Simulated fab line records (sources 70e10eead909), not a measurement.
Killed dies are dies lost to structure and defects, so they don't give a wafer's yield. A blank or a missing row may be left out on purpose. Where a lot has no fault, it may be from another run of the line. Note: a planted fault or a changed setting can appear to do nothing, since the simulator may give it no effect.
Chamber matching -- flow nand_harc -- cmp-02 running NHARC_P_BONDPAD_CMP_32: 4 sister chambers
The step polishes SiCN, target thk 200 nm. 8 wafers are shown with their chamber, then 7 later ones without.

== EACH WAFER AND ITS CHAMBER ==
wafer,chamber,motor_current_A (A),retaining_ring_pressure_frac
L080.6,2,13.0,1.003
L079.1,1,10.8,1.003
L079.6,1,11.2,0.997
L082.3,3,12.7,1.003
L082.4,0,9.7,1.007
L082.6,0,9.8,1.004
L087.1,3,13.1,0.998
L087.2,2,13.3,0.997

== WAFERS MISSING THEIR CHAMBER ==
wafer,motor_current_A (A),retaining_ring_pressure_frac
L087.3,10.3,1.000
L093.1,10.7,1.005
L093.2,13.3,1.004
L093.3,9.4,1.000
L097.1,13.5,1.002
L097.2,10.8,1.007
L097.3,9.5,1.001

== WHICH CHAMBER EACH WENT THROUGH ==
wafer,from the rows above,in truth
L087.3,can't be placed: 0 or 1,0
L093.1,1,1
L093.2,can't be placed: 2 or 3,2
L093.3,0,0
L097.1,can't be placed: 2 or 3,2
L097.2,1,1
L097.3,0,0
Correct placement for 4 of the 7. These rows do not allow placing 3 (true chamber among the candidates in 3). 0 placed wrongly.
How it was worked out, from the rows above alone: a wafer's distance from a chamber is the root of the sum, over the readings, of the square of ((its reading less the chamber's mean) divided by the reading's scatter). If the next closest chamber is less than 2 further off than the closest, the wafer can't be placed; otherwise it belongs to the closest. Each chamber's mean is taken over the wafers shown for it. How the scatter is found: for the shown wafers, subtract from each reading the mean of its chamber, square and add these, divide the total by (wafers less chambers), then take the root.
